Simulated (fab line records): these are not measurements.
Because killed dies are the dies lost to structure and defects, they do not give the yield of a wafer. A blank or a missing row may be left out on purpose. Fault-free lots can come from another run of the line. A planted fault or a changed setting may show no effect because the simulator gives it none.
Chamber matching    flow nand harc    4 sister chambers for NHARC_A_CONTACT_DESCUM_74 on rie diel-11
The step chemistry O2, time 3 s. 4 wafers are shown with their chamber, then 12 later ones without.

## WAFERS PAIRED WITH THEIR CHAMBERS
wafer   chamber  showerhead plenum p Torr (Torr)
L086.2  0        2.01
L086.5  2        1.80
L087.2  3        1.93
L087.5  1        2.03

## WAFERS WHOSE CHAMBER IS MISSING
wafer   showerhead plenum p Torr (Torr)
L090.1  2.01
L090.3  2.03
L090.5  1.80
L094.1  2.03
L094.3  2.01
L094.5  2.03
L096.1  2.01
L096.2  2.02
L096.3  1.80
L097.2  2.02
L097.3  1.80
L097.5  2.02

## EACH ONE'S CHAMBER
wafer   from the rows above      in truth
L090.1  0                        0
L090.3  1                        1
L090.5  2                        2
L094.1  1                        1
L094.3  0                        0
L094.5  1                        1
L096.1  0                        0
L096.2  can't be placed: 1 or 0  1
L096.3  2                        2
L097.2  can't be placed: 1 or 0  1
L097.3  2                        2
L097.5  can't be placed: 1 or 0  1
Correctly placed: 9 of 12. Not placeable from these rows: 3 (in 3, the candidates include the true chamber). Number placed wrongly: 0.
How it was worked out, from the rows above alone: a wafer's distance from a chamber is the root of the sum, over the readings, of the square of ((its reading less the chamber's mean) divided by the reading's scatter). If the next closest chamber is less than 2 further off than the closest, the wafer can't be placed; otherwise it belongs to the closest. A chamber's mean is the mean of its shown wafers. The scatter: with one shown wafer a chamber, the root of the mean of the squares of how far each hidden wafer lies from its nearest shown one.
